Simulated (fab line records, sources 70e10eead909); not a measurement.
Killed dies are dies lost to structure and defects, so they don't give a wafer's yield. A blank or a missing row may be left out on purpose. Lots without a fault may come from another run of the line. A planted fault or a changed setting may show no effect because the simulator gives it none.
Chamber matching | flow nand_harc | NHARC_A_STAIRCASE_ETCH_271 on rie_diel-08: 4 sister chambers
The step etches the open film in CF4/CHF3. 4 wafers are shown with their chamber, then 8 later ones without.

WAFERS WITH THEIR CHAMBER
wafer  | chamber | drypump_motor_current_A (A)
L094.1 | 1       | 5.9
L094.2 | 3       | 5.8
L094.5 | 2       | 5.6
L095.2 | 0       | 6.3

WAFERS WITHOUT THEIR CHAMBER
wafer  | drypump_motor_current_A (A)
L095.3 | 5.6
L095.5 | 6.2
L096.3 | 5.6
L096.5 | 6.2
L096.6 | 5.8
L097.3 | 6.3
L097.4 | 5.6
L097.6 | 5.7

WHICH CHAMBER EACH WENT THROUGH
wafer  | from the rows above          | in truth
L095.3 | 2                            | 2
L095.5 | 0                            | 0
L096.3 | 2                            | 2
L096.5 | 0                            | 0
L096.6 | can't be placed: 3 or 1      | 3
L097.3 | 0                            | 0
L097.4 | 2                            | 2
L097.6 | can't be placed: 3 or 2 or 1 | 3
Placed correctly: 6 of 8. Can't be placed from these rows: 2 (the true chamber is among the candidates in 2). Placed wrongly: 0.
How it was worked out, from the rows above alone: a wafer's distance from a chamber is the root of the sum, over the readings, of the square of ((its reading less the chamber's mean) divided by the reading's scatter). The wafer belongs to the nearest chamber; if the next one is less than 2 further off, it can't be placed. A chamber's mean is the mean of its shown wafers. The scatter: with one shown wafer a chamber, the root of the mean of the squares of how far each hidden wafer lies from its nearest shown one.
